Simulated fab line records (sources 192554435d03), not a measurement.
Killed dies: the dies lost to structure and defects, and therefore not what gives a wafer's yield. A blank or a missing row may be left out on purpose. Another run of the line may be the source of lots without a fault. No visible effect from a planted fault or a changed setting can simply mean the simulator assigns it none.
Which tool was responsible? :: flow n5 finfet :: 27 wafers from 9 lots sampled at 3 of the route's 1938 steps

== WHAT THE GAUGES READ, wafer by wafer ==
N5_ZERO_LAYER_CD_MEAS_11: target cd 2000 nm.
lot: L731
measured: day 1 12:46
on: cd sem-02
cd nm (nm): 2000.7 2000.7 2001.0

lot: L738
measured: day 3 06:50
on: cd sem-03
cd nm (nm): 1999.8 2000.2 2001.9

lot: L742
measured: day 4 06:40
on: cd sem-03
cd nm (nm): 1998.0 1999.6 1999.8

lot: L746
measured: day 5 06:38
on: cd sem-03
cd nm (nm): 1986.1 1987.3 1987.6

lot: L747
measured: day 5 12:39
on: cd sem-03
cd nm (nm): 1987.0 1986.1 1988.4

lot: L748
measured: day 5 18:39
on: cd sem-02
cd nm (nm): 1991.8 1993.8 1991.5

lot: L751
measured: day 6 12:46
on: cd sem-03
cd nm (nm): 2002.8 2001.1 2002.7

lot: L752
measured: day 6 18:38
on: cd sem-02
cd nm (nm): 2000.3 2003.0 1999.7

lot: L754
measured: day 7 06:39
on: cd sem-03
cd nm (nm): 1999.8 1997.9 1997.7

== WHICH TOOL RAN EACH LOT (tool, then ch and the chambers of the sampled wafers, then the start) ==
lot: L731
N5_ZERO_LAYER_PECVD_02: pecvd-02 ch 0,1,2, day 1 12:17
N5_ZERO_LAYER_EXPOSE_08: krf scanner-01 ch 0, day 1 12:36

lot: L738
N5_ZERO_LAYER_PECVD_02: pecvd-04 ch 1,2, day 3 06:28
N5_ZERO_LAYER_EXPOSE_08: krf scanner-02 ch 0, day 3 06:39

lot: L742
N5_ZERO_LAYER_PECVD_02: pecvd-01 ch 0, day 4 06:17
N5_ZERO_LAYER_EXPOSE_08: krf scanner-01 ch 0, day 4 06:29

lot: L746
N5_ZERO_LAYER_PECVD_02: pecvd-01 ch 1,2, day 5 06:17
N5_ZERO_LAYER_EXPOSE_08: krf scanner-01 ch 0, day 5 06:28

lot: L747
N5_ZERO_LAYER_PECVD_02: pecvd-04 ch 0,2, day 5 12:17
N5_ZERO_LAYER_EXPOSE_08: krf scanner-01 ch 0, day 5 12:29

lot: L748
N5_ZERO_LAYER_PECVD_02: pecvd-01 ch 0,1, day 5 18:17
N5_ZERO_LAYER_EXPOSE_08: krf scanner-01 ch 0, day 5 18:29

lot: L751
N5_ZERO_LAYER_PECVD_02: pecvd-02 ch 0,1,2, day 6 12:17
N5_ZERO_LAYER_EXPOSE_08: krf scanner-02 ch 0, day 6 12:35

lot: L752
N5_ZERO_LAYER_PECVD_02: pecvd-02 ch 0,1, day 6 18:17
N5_ZERO_LAYER_EXPOSE_08: krf scanner-02 ch 0, day 6 18:28

lot: L754
N5_ZERO_LAYER_PECVD_02: pecvd-04 ch 0,1, day 7 06:17
N5_ZERO_LAYER_EXPOSE_08: krf scanner-02 ch 0, day 7 06:29
- N5_ZERO_LAYER_PECVD_02: deposits SiO2 from SiH4/N2O, target thk 10 nm, time 6 s.
- N5_ZERO_LAYER_EXPOSE_08: exposes mask ZERO, defocus 0 nm, target cd 2000 nm.

== THE ANSWER, worked out from the rows above alone ==
Rule: what is usual is taken from the lots themselves. Put in order of their means at a reading, lots are off if they are a third of the lots or fewer, leave a main group of 4 or more, and stand apart from it by a gap of 3 or more times the standard deviation of the main group's means; of several such gaps the widest counts. A main group whose means are all the same, to the digits that the tables above print for the reading, isn't used. Also off: a lot with no number at a reading for which 4 or more lots have one. All remaining lots with rows at the step are treated as sound.
Off: L746, L747, L748, at N5_ZERO_LAYER_CD_MEAS_11 (cd nm). For the main group the mean is 2000.4 nm and the standard deviation 1.2.
If a tool, at a process step before that reading, ran all the lots that are off and no sound lot after the first of them, it fits. Those tools and the gauges at N5_ZERO_LAYER_CD_MEAS_11 are tried in the same way. One fits: N5_ZERO_LAYER_EXPOSE_08 on krf scanner-01. Its last sound lot is L742 (day 4 06:29), its first lot that is off L746 (day 5 06:28): a fault that began between those two fits.

== WHAT THE SIMULATOR HAD PUT IN ==
Drift in process parameters on krf scanner-01 at N5_ZERO_LAYER_EXPOSE_08, starting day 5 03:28. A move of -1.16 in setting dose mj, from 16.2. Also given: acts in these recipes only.
Struck lots among those shown: L746, L747, L748. The rule above found the same.
